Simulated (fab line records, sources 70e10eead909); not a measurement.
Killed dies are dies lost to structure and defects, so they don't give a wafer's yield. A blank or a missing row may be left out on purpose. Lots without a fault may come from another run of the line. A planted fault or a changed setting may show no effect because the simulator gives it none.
Chamber matching | flow nand_harc | NHARC_A_STAIRCASE_TRIM_12 on rie_diel-11: 4 sister chambers
The step chemistry O2, time 211.2 s. 14 wafers are shown with their chamber, then 7 later ones without.

WAFERS WITH THEIR CHAMBER
wafer  | chamber | showerhead_plenum_p_Torr (Torr) | drypump_motor_current_A (A) | oes_product_au (a.u.)
L074.1 | 1       | 3.63                            | 6.3                         | 1.007
L074.2 | 3       | 3.42                            | 5.4                         | 0.992
L074.3 | 2       | 3.34                            | 5.6                         | 1.000
L080.1 | 1       | 3.62                            | 6.4                         | 1.011
L080.2 | 0       | 3.47                            | 6.1                         | 0.988
L080.4 | 2       | 3.34                            | 5.6                         | 1.007
L083.1 | 1       | 3.62                            | 6.4                         | 1.007
L083.5 | 1       | 3.62                            | 6.4                         | 1.004
L083.6 | 0       | 3.47                            | 6.1                         | 0.988
L084.4 | 0       | 3.47                            | 6.1                         | 0.980
L084.5 | 1       | 3.62                            | 6.4                         | 0.997
L084.6 | 2       | 3.33                            | 5.6                         | 1.012
L087.3 | 2       | 3.33                            | 5.7                         | 1.011
L087.5 | 2       | 3.33                            | 5.6                         | 0.997

SIGNATURES (means of the wafers above)
reading                  | chamber 0 | chamber 1 | chamber 2 | chamber 3 | scatter within a chamber
showerhead_plenum_p_Torr | 3.4700    | 3.6220    | 3.3340    | 3.4200    | 0.00447
drypump_motor_current_A  | 6.100     | 6.380     | 5.620     | 5.400     | 0.04
oes_product_au           | 0.98533   | 1.00520   | 1.00540   | 0.99200   | 0.00573
Rule: a wafer's distance from a chamber is the root of the sum, over the readings, of the square of ((its reading less the chamber's mean) divided by the reading's scatter). The wafer belongs to the nearest chamber; if the next one is less than 2 further off, it can't be placed. The scatter: the root of (the sum of the squares of (reading less its chamber's mean) over the shown wafers, divided by (wafers less chambers)).

WAFERS WITHOUT THEIR CHAMBER
wafer  | showerhead_plenum_p_Torr (Torr) | drypump_motor_current_A (A) | oes_product_au (a.u.)
L087.6 | 3.61                            | 6.4                         | 0.998
L092.1 | 3.61                            | 6.4                         | 0.994
L092.2 | 3.39                            | 5.4                         | 0.984
L092.4 | 3.32                            | 5.6                         | 1.003
L092.3 | 3.46                            | 6.1                         | 0.989
L092.5 | 3.61                            | 6.4                         | 0.988
L092.6 | 3.32                            | 5.6                         | 1.015

WHICH CHAMBER EACH WENT THROUGH
wafer  | from the rows above | in truth
L087.6 | 1                   | 1
L092.1 | 1                   | 1
L092.2 | 3                   | 3
L092.4 | 2                   | 2
L092.3 | 0                   | 0
L092.5 | 1                   | 1
L092.6 | 2                   | 2
Placed correctly: 7 of 7. Can't be placed from these rows: 0. Placed wrongly: 0.
